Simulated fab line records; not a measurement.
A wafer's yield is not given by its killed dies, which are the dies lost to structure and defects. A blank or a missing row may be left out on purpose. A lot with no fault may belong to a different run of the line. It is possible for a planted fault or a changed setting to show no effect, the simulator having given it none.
Lot-split experiment -- flow n5Finfet -- 21 wafers read across 7 lots, on a route 1938 steps long

== SPLIT DETAILS ==
At N5_FIN_SAQP_DESCUM_21 (chemistry O2, time 7.9 s), the setting timeS was moved away from the recipe's 7.9 s on 10 of the 21 wafers read, by -19.6% to +14.8%. For the rest of the wafers, this setting stayed at what the recipe calls for.

Split to reading: the file shows no intervening step.

== THE READING ==
CAR-ArF_of_FIN_SAQP_COAT_10.thkNm (the simulator's own value, which no gauge read), in nm, at N5_FIN_SAQP_ETCH_51 (etches SiARC in CF4, target depth 45.5 nm, time 75.8 s). No usual value for it is given in the file. The 11 wafers here that ran the recipe average 50.83 nm, standard deviation 0.14 nm.

wafer,"tool, chamber at the split","timeS as run, s",against the recipe,"CAR-ArF_of_FIN_SAQP_COAT_10.thkNm, nm",against lot-mates on the recipe
L078.3,"rieDiel-04, 0",7.9,recipe,50.59,-
L078.4,"rieDiel-04, 2",8.603,+8.9%,50.53,-0.06
L078.5,"rieDiel-04, 0",8.603,+8.9%,50.33,-0.26
L080.1,"rieDiel-03, 1",7.9,recipe,50.83,-
L080.3,"rieDiel-03, 0",7.9,recipe,50.9,-
L080.6,"rieDiel-03, 0",7.9,recipe,50.58,-
L081.1,"rieDiel-03, 2",7.9,recipe,50.87,-
L081.2,"rieDiel-03, 1",8.636,+9.3%,50.44,-0.49
L081.3,"rieDiel-03, 0",7.9,recipe,50.99,-
L083.2,"rieDiel-04, 3",8.806,+11.5%,50.05,-0.66
L083.3,"rieDiel-04, 2",8.806,+11.5%,50.33,-0.38
L083.5,"rieDiel-04, 2",7.9,recipe,50.71,-
L089.2,"rieDiel-03, 0",7.9,recipe,50.92,-
L089.4,"rieDiel-03, 2",9.068,+14.8%,50.05,-0.94
L089.6,"rieDiel-03, 1",7.9,recipe,51.05,-
L090.2,"rieDiel-04, 0",7.9,recipe,50.91,-
L090.3,"rieDiel-04, 1",6.354,-19.6%,52.04,+1.13
L090.5,"rieDiel-04, 1",6.354,-19.6%,52.18,+1.27
L096.2,"rieDiel-05, 0",7.106,-10.1%,51.14,+0.35
L096.3,"rieDiel-05, 2",7.9,recipe,50.79,-
L096.4,"rieDiel-05, 3",7.106,-10.1%,50.93,+0.14

THE FIT
A straight line over all 21 wafers: CAR-ArF_of_FIN_SAQP_COAT_10.thkNm changes by -0.0538 nm for each +1% of timeS; r = -0.94; the points scatter about the line by 0.19 nm.
The same after taking each lot's own level away (the mean of its wafers on the recipe; 21 wafers): -0.0502 nm for each +1%; r = -0.94; scatter 0.18 nm.
On that fit, the largest move of timeS shifts the reading by 0.98 nm.
Across the lots, their own levels run from 50.590 to 50.985 nm, a range of 2.7 times the standard deviation given above.
The two slopes agree, so the slope changes little with the lot-to-lot level.
Check: with one of the wafers moved furthest among these (-19.6%) left out of the fit, the line predicts +0.952 nm for it against its lot-mates. Against them it came out at +1.13 nm.

== THESE WAFERS: OTHER SPLITS ==
Other splits were also applied to these wafers ahead of the reading. Each is held against what the fit with the lots' levels taken away leaves over:
other split on the same wafers,wafers away from the commonest value,r with CAR-ArF_of_FIN_SAQP_COAT_10.thkNm (lot level and that fit taken away)
N5_FIN_SAQP_PECVD_06 timeS,6,-0.32

== THE WHOLE CHAIN: every reading that the file lists as answering this split, in the file's order ==
step,what it does,reading,change (the file's fit),r (the file's)
N5_FIN_SAQP_DESCUM_21,"chemistry O2, time 7.9 s","CAR-ArF_of_FIN_SAQP_COAT_10.thkNm (the simulator's own value, which no gauge read)",-0.0532 nm for each +1% of the setting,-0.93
N5_FIN_SAQP_ETCH_51,"etches SiARC in CF4, target depth 45.5 nm, time 75.8 s","CAR-ArF_of_FIN_SAQP_COAT_10.thkNm (the simulator's own value, which no gauge read)",-0.0514 nm for each +1% of the setting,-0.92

== THE FILE'S OWN FIT ==
CAR-ArF_of_FIN_SAQP_COAT_10.thkNm changes by -0.0514 nm for each +1% of timeS, r = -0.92.
